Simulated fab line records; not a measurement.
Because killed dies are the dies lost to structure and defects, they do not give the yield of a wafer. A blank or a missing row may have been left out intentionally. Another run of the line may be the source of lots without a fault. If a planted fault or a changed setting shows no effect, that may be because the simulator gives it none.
Which tool did it? | flow n5 finfet | 10 lots, 28 wafers sampled, at 4 steps of a route of 1938

WHAT THE GAUGES SHOWED, per wafer
N5_BEOL_M15_CD_MEAS_10: the cd target is 360 nm.
lot  | measured     | on        | cd nm (nm)
L179 | day 11 03:32 | cd sem-02 | 361.3 359.7 359.0
L180 | day 11 05:32 | cd sem-01 | 359.2 358.7 359.0
L181 | day 11 23:42 | cd sem-02 | 358.6 359.3 358.0
L189 | day 13 16:33 | cd sem-03 | 354.0 355.0 355.3
L190 | day 14 07:18 | cd sem-02 | 352.7 352.8 353.5
L192 | day 14 07:42 | cd sem-01 | 359.5 359.0 358.5
L193 | day 14 09:58 | cd sem-03 | 359.5 357.1 360.2
L195 | day 15 08:40 | cd sem-03 | 359.8 359.4
L197 | day 15 19:52 | cd sem-03 | 358.2 359.3
L202 | day 17 02:46 | cd sem-03 | 360.1 358.6 359.5

EACH LOT AND THE TOOL THAT RAN IT (in order: tool; ch and the chambers of the sampled wafers; start)
lot  | N5_BEOL_M14_DEGAS_41         | N5_BEOL_M14_CMP_49            | N5_BEOL_M15_EXPOSE_07
L179 | pvd sputter-02, day 11 01:38 | cmp-02 ch 0,1,2, day 11 02:29 | krf scanner-02 ch 0, day 11 03:22
L180 | pvd sputter-02, day 11 03:08 | cmp-03 ch 2,3, day 11 04:32   | krf scanner-02 ch 0, day 11 05:22
L181 | pvd sputter-02, day 11 21:33 | cmp-03 ch 1,2, day 11 22:42   | krf scanner-02 ch 0, day 11 23:32
L189 | pvd sputter-01, day 13 14:40 | cmp-03 ch 0,1,2, day 13 15:33 | krf scanner-02 ch 0, day 13 16:23
L190 | pvd sputter-02, day 14 05:10 | cmp-02 ch 1,2, day 14 06:16   | krf scanner-02 ch 0, day 14 07:08
L192 | pvd sputter-02, day 14 05:31 | cmp-01 ch 0,3, day 14 06:34   | krf scanner-01 ch 0, day 14 07:32
L193 | pvd sputter-02, day 14 08:04 | cmp-01 ch 0,1, day 14 08:55   | krf scanner-01 ch 0, day 14 09:47
L195 | pvd sputter-03, day 15 06:40 | cmp-02 ch 1,2, day 15 07:31   | krf scanner-01 ch 0, day 15 08:31
L197 | pvd sputter-03, day 15 17:29 | cmp-03 ch 0,2, day 15 18:35   | krf scanner-01 ch 0, day 15 19:41
L202 | pvd sputter-02, day 17 00:44 | cmp-02 ch 1,3, day 17 01:38   | krf scanner-01 ch 0, day 17 02:37
- N5_BEOL_M14_DEGAS_41: time 60 s.
- N5_BEOL_M14_CMP_49: polishes, stops on SiO2, t overpolish 5.2 s, target thk 560 nm.
- N5_BEOL_M15_EXPOSE_07: exposes mask V14.

THE ANSWER, worked out from the rows above alone
Rule: the usual values come from the lots themselves. Put in order of their means at a reading, lots are off if they are a third of the lots or fewer, leave a main group of 4 or more, and stand apart from it by a gap of 3 or more times the standard deviation of the main group's means; of several such gaps the widest counts. The tables above print the reading to a certain number of digits; a main group whose means all agree to those digits is not used. Also off: a lot with no number at a reading for which 4 or more lots have one. The other lots that the step has rows for count as sound.
Off: L189, L190, at N5_BEOL_M15_CD_MEAS_10 (cd nm). Mean 359.2 nm and standard deviation 0.44 in the main group.
A tool fits if, at a process step before that reading, it ran every lot that is off, and no sound lot after the first of them. Gauges at N5_BEOL_M15_CD_MEAS_10: tried the same way as those tools. One candidate fits, namely krf scanner-02 at N5_BEOL_M15_EXPOSE_07. A fault onset in the window from L181 (day 11 23:32, its last sound lot) to L189 (day 13 16:23, its first lot off) fits.

WHAT HAD BEEN PUT IN BY THE SIMULATOR
Drift in process parameters on krf scanner-02 at N5_BEOL_M15_EXPOSE_07, starting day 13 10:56. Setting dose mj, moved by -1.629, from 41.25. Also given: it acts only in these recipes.
Shown lots that were struck: L189, L190. The rule given above showed the same thing.
